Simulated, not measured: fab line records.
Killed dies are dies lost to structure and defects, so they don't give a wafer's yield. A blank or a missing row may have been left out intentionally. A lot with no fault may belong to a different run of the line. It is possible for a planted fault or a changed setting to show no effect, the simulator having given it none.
Split-lot experiment :: flow n5Finfet :: 21 wafers read across 7 lots, on a route 1938 steps long

ABOUT THE SPLIT
At N5_BEOL_M11_ETCH_66 (etches SOC in N2/H2, target depth 120 nm, overetch 24 nm, time 180 s), the setting timeS was moved away from the recipe's 180 s on 5 of the 21 wafers read, by -6.1% to +21.6%. All remaining wafers had this setting at the recipe value.

Reading taken at the split's own step.

THE READING
SiARC_of_BEOL_M11_COAT_64.thkNm (the simulator's own value, which no gauge read), in nm, at N5_BEOL_M11_ETCH_66 (etches SOC in N2/H2, target depth 120 nm, overetch 24 nm, time 180 s). There is no usual value for it anywhere in the file. Across the 16 wafers here that went through the recipe, the average is 22.5 nm and the standard deviation 0.25 nm.

wafer: L076.1
tool, chamber at the split: rieDiel-02, 2,1
timeS as run, s: 180
against the recipe: recipe
SiARC_of_BEOL_M11_COAT_64.thkNm, nm: 22.4
against lot-mates on the recipe: -

wafer: L076.3
tool, chamber at the split: rieDiel-02, 2,1
timeS as run, s: 180
against the recipe: recipe
SiARC_of_BEOL_M11_COAT_64.thkNm, nm: 22.4
against lot-mates on the recipe: -

wafer: L076.4
tool, chamber at the split: rieDiel-02, 2
timeS as run, s: 180
against the recipe: recipe
SiARC_of_BEOL_M11_COAT_64.thkNm, nm: 22.6
against lot-mates on the recipe: -

wafer: L079.2
tool, chamber at the split: rieDiel-06, 2
timeS as run, s: 180
against the recipe: recipe
SiARC_of_BEOL_M11_COAT_64.thkNm, nm: 22.4
against lot-mates on the recipe: -

wafer: L079.4
tool, chamber at the split: rieDiel-06, 2
timeS as run, s: 180
against the recipe: recipe
SiARC_of_BEOL_M11_COAT_64.thkNm, nm: 22.6
against lot-mates on the recipe: -

wafer: L079.6
tool, chamber at the split: rieDiel-06, 0
timeS as run, s: 180
against the recipe: recipe
SiARC_of_BEOL_M11_COAT_64.thkNm, nm: 22.8
against lot-mates on the recipe: -

wafer: L080.4
tool, chamber at the split: rieDiel-04, 1
timeS as run, s: 213.5
against the recipe: +18.6%
SiARC_of_BEOL_M11_COAT_64.thkNm, nm: 21.4
against lot-mates on the recipe: no lot-mate on the recipe

wafer: L080.5
tool, chamber at the split: rieDiel-04, 3,0
timeS as run, s: 213.5
against the recipe: +18.6%
SiARC_of_BEOL_M11_COAT_64.thkNm, nm: 21.6
against lot-mates on the recipe: no lot-mate on the recipe

wafer: L080.6
tool, chamber at the split: rieDiel-04, 3,0
timeS as run, s: 213.5
against the recipe: +18.6%
SiARC_of_BEOL_M11_COAT_64.thkNm, nm: 21.6
against lot-mates on the recipe: no lot-mate on the recipe

wafer: L081.1
tool, chamber at the split: rieDiel-02, 0
timeS as run, s: 180
against the recipe: recipe
SiARC_of_BEOL_M11_COAT_64.thkNm, nm: 22.4
against lot-mates on the recipe: -

wafer: L081.3
tool, chamber at the split: rieDiel-02, 2
timeS as run, s: 169.1
against the recipe: -6.1%
SiARC_of_BEOL_M11_COAT_64.thkNm, nm: 23
against lot-mates on the recipe: +0.7

wafer: L081.6
tool, chamber at the split: rieDiel-02, 0
timeS as run, s: 180
against the recipe: recipe
SiARC_of_BEOL_M11_COAT_64.thkNm, nm: 22.2
against lot-mates on the recipe: -

wafer: L089.1
tool, chamber at the split: rieDiel-04, 3
timeS as run, s: 180
against the recipe: recipe
SiARC_of_BEOL_M11_COAT_64.thkNm, nm: 22.8
against lot-mates on the recipe: -

wafer: L089.4
tool, chamber at the split: rieDiel-04, 2,0
timeS as run, s: 180
against the recipe: recipe
SiARC_of_BEOL_M11_COAT_64.thkNm, nm: 23
against lot-mates on the recipe: -

wafer: L089.5
tool, chamber at the split: rieDiel-04, 2,0
timeS as run, s: 180
against the recipe: recipe
SiARC_of_BEOL_M11_COAT_64.thkNm, nm: 23
against lot-mates on the recipe: -

wafer: L093.1
tool, chamber at the split: rieDiel-02, 1
timeS as run, s: 180
against the recipe: recipe
SiARC_of_BEOL_M11_COAT_64.thkNm, nm: 22.2
against lot-mates on the recipe: -

wafer: L093.2
tool, chamber at the split: rieDiel-02, 0
timeS as run, s: 180
against the recipe: recipe
SiARC_of_BEOL_M11_COAT_64.thkNm, nm: 22.4
against lot-mates on the recipe: -

wafer: L093.5
tool, chamber at the split: rieDiel-02, 0
timeS as run, s: 180
against the recipe: recipe
SiARC_of_BEOL_M11_COAT_64.thkNm, nm: 22.4
against lot-mates on the recipe: -

wafer: L094.1
tool, chamber at the split: rieDiel-06, 0
timeS as run, s: 180
against the recipe: recipe
SiARC_of_BEOL_M11_COAT_64.thkNm, nm: 22.4
against lot-mates on the recipe: -

wafer: L094.2
tool, chamber at the split: rieDiel-06, 1
timeS as run, s: 218.9
against the recipe: +21.6%
SiARC_of_BEOL_M11_COAT_64.thkNm, nm: 20.6
against lot-mates on the recipe: -1.7

wafer: L094.4
tool, chamber at the split: rieDiel-06, 3
timeS as run, s: 180
against the recipe: recipe
SiARC_of_BEOL_M11_COAT_64.thkNm, nm: 22.2
against lot-mates on the recipe: -
Where a row lists several chambers, the file gives one row for several wafers and doesn't say which wafer went through which chamber.

FIT RESULTS
A straight line over all 21 wafers: SiARC_of_BEOL_M11_COAT_64.thkNm changes by -0.0647 nm for each +1% of timeS; r = -0.89; the points scatter about the line by 0.28 nm.
The same after taking each lot's own level away (the mean of its wafers on the recipe; 18 wafers): -0.0818 nm for each +1%; r = -0.97; scatter 0.12 nm.
On that fit, the largest move of timeS shifts the reading by 1.8 nm.
From 22.30 to 22.93 nm: that is the span of the lots' own levels, equal to 2.5 times the standard deviation above.
Thus the slope moves with the lot-to-lot level: the two fits are different.
Check: for one of the wafers moved furthest among these (+21.6%), held out of the fit, the line's prediction against its lot-mates is -2.5 nm. Against them it came out at -1.7 nm.

OTHER SPLITS APPLIED TO THESE WAFERS
Before the reading, these wafers also passed through other splits. Each is held against what the fit with the lots' levels taken away leaves over:
other split on the same wafers: N5_BEOL_M11_EXPOSE_25 doseMj
wafers away from the commonest value: 5
r with SiARC_of_BEOL_M11_COAT_64.thkNm (lot level and that fit taken away): -0.19

THE FILE'S OWN FIT
SiARC_of_BEOL_M11_COAT_64.thkNm changes by -0.0814 nm for each +1% of timeS, r = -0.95.
